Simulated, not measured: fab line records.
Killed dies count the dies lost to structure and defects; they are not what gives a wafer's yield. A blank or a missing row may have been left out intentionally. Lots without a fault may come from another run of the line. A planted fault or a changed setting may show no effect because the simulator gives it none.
Chamber matching    flow nand_harc    pecvd-04 running NHARC_A_M1_DEP_33: 3 sister chambers
The step deposits SiCN, target thk 30 nm. 18 wafers are shown with their chamber, then 9 later ones without.

WAFERS, EACH WITH ITS CHAMBER
wafer   chamber  heater_power_w (W)  rf_fwd_power_W (W)  chamber_pressure_Torr (Torr)
L074.1  2        458                 451.2               3.008
L074.2  1        608                 449.8               2.990
L074.4  0        621                 449.5               3.008
L087.1  0        565                 449.0               3.008
L087.2  2        504                 449.5               3.012
L087.4  2        505                 448.3               2.991
L088.2  2        472                 447.9               2.994
L088.5  1        554                 447.5               2.998
L088.6  0        531                 451.1               2.994
L090.3  1        576                 448.0               2.995
L090.5  1        590                 449.5               2.995
L090.6  0        587                 449.9               3.006
L092.1  1        600                 449.7               3.002
L092.2  0        557                 450.3               2.991
L092.3  2        519                 446.8               2.986
L094.3  1        504                 451.0               3.000
L094.5  0        574                 448.9               3.002
L094.6  1        509                 450.3               2.994

SIGNATURES, as means of the wafers listed above
reading                chamber 0  chamber 1  chamber 2  scatter within a chamber
heater_power_w         572.50     563.00     491.60     34.6
rf_fwd_power_W         449.783    449.400    448.740    1.26
chamber_pressure_Torr  3.00150    2.99629    2.99820    0.00763
Rule: distance of a wafer from a chamber = root of the sum over the readings of ((wafer's reading minus chamber's mean) / reading's scatter) squared. The wafer belongs to the nearest chamber; if the next one is less than 2 further off, it can't be placed. The scatter: the root of (the sum of the squares of (reading less its chamber's mean) over the shown wafers, divided by (wafers less chambers)).

WAFERS WITHOUT THEIR CHAMBER
wafer   heater_power_w (W)  rf_fwd_power_W (W)  chamber_pressure_Torr (Torr)
L096.1  533                 449.5               3.005
L096.2  499                 449.9               2.994
L096.6  518                 449.7               2.995
L097.3  513                 450.6               2.995
L097.4  576                 450.1               3.010
L097.5  522                 449.6               2.999
L095.1  581                 450.3               2.998
L095.2  588                 450.3               2.994
L095.6  582                 451.9               2.992

THE CHAMBER EACH PASSED THROUGH
wafer   from the rows above           in truth
L096.1  can't be placed: 0 or 1 or 2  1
L096.2  can't be placed: 2 or 1 or 0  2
L096.6  can't be placed: 2 or 1 or 0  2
L097.3  can't be placed: 2 or 1 or 0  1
L097.4  can't be placed: 0 or 1 or 2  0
L097.5  can't be placed: 2 or 1 or 0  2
L095.1  can't be placed: 0 or 1       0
L095.2  can't be placed: 1 or 0       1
L095.6  can't be placed: 0 or 1 or 2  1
0 of 9 placed correctly. Can't be placed from these rows: 9 (the true chamber is among the candidates in 9). Number placed wrongly: 0.
